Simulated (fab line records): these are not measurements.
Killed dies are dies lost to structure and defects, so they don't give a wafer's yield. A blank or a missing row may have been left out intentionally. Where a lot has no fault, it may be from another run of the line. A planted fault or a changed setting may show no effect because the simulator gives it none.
Chamber matching | flow nandHarc | aldHk-04 running NHARC_A_CHANNEL_FILL_D1_ALD_25: 4 sister chambers
The step deposits SiOx, target thk 60 nm, pulse time 10 s, ald cycles 600. 8 wafers are shown with their chamber, then 8 later ones without.

WAFERS WITH THEIR CHAMBER
wafer  | chamber | heaterPowerW (W) | precursorPulseHeightRel
L348.1 | 0       | 459              | 0.987
L352.4 | 0       | 415              | 1.009
L358.5 | 2       | 498              | 0.994
L358.6 | 1       | 460              | 0.996
L365.1 | 1       | 466              | 1.012
L365.2 | 2       | 483              | 1.020
L365.3 | 3       | 481              | 0.986
L366.1 | 3       | 469              | 0.993

WAFERS WITH NO CHAMBER GIVEN
wafer  | heaterPowerW (W) | precursorPulseHeightRel
L366.4 | 414              | 1.023
L366.5 | 480              | 1.002
L367.2 | 465              | 1.007
L367.3 | 476              | 0.998
L367.4 | 492              | 1.000
L371.1 | 512              | 0.979
L371.3 | 420              | 0.977
L371.4 | 454              | 1.010

EACH ONE'S CHAMBER
wafer  | from the rows above               | in truth
L366.4 | can't be placed: 0 or 1           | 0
L366.5 | can't be placed: 2 or 3 or 1 or 0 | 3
L367.2 | can't be placed: 1 or 3 or 2 or 0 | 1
L367.3 | can't be placed: 3 or 1 or 2 or 0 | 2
L367.4 | can't be placed: 2 or 3 or 1      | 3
L371.1 | can't be placed: 3 or 2 or 1      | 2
L371.3 | can't be placed: 0 or 1 or 3      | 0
L371.4 | can't be placed: 1 or 0 or 3 or 2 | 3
Correctly placed: 0 of 8. Can't be placed from these rows: 8 (the true chamber is among the candidates in 8). Placed wrongly: 0.
How it was worked out, from the rows above alone: a wafer's distance from a chamber is the root of the sum, over the readings, of the square of ((its reading less the chamber's mean) divided by the reading's scatter). If the next closest chamber is less than 2 further off than the closest, the wafer can't be placed; otherwise it belongs to the closest. For every chamber, the mean is computed from those of its wafers that are shown. How the scatter is found: for the shown wafers, subtract from each reading the mean of its chamber, square and add these, divide the total by (wafers less chambers), then take the root.
